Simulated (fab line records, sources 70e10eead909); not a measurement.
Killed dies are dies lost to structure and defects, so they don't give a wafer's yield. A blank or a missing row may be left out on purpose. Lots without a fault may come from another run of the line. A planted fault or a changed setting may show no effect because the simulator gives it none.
Chamber matching | flow nand_harc | NHARC_P_BONDPAD_CMP_19 on cmp-01: 4 sister chambers
The step polishes, t overpolish 30 s, cu recess touch 16 s, target thk 160.81 nm. 4 wafers are shown with their chamber, then 8 later ones without.

WAFERS WITH THEIR CHAMBER
wafer  | chamber | motor_current_A (A)
L080.5 | 1       | 11.7
L083.6 | 0       | 12.6
L086.6 | 2       | 11.4
L087.2 | 3       | 11.9

WAFERS WITHOUT THEIR CHAMBER
wafer  | motor_current_A (A)
L087.3 | 13.2
L087.6 | 11.5
L093.1 | 11.5
L093.2 | 11.7
L093.4 | 11.5
L096.4 | 11.7
L096.5 | 12.3
L096.6 | 11.6

WHICH CHAMBER EACH WENT THROUGH
wafer  | from the rows above          | in truth
L087.3 | 0                            | 0
L087.6 | can't be placed: 2 or 1 or 3 | 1
L093.1 | can't be placed: 2 or 1 or 3 | 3
L093.2 | can't be placed: 1 or 3 or 2 | 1
L093.4 | can't be placed: 2 or 1 or 3 | 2
L096.4 | can't be placed: 1 or 3 or 2 | 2
L096.5 | can't be placed: 0 or 3 or 1 | 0
L096.6 | can't be placed: 1 or 2 or 3 | 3
Placed correctly: 1 of 8. Can't be placed from these rows: 7 (the true chamber is among the candidates in 7). Placed wrongly: 0.
How it was worked out, from the rows above alone: a wafer's distance from a chamber is the root of the sum, over the readings, of the square of ((its reading less the chamber's mean) divided by the reading's scatter). The wafer belongs to the nearest chamber; if the next one is less than 2 further off, it can't be placed. A chamber's mean is the mean of its shown wafers. The scatter: with one shown wafer a chamber, the root of the mean of the squares of how far each hidden wafer lies from its nearest shown one.
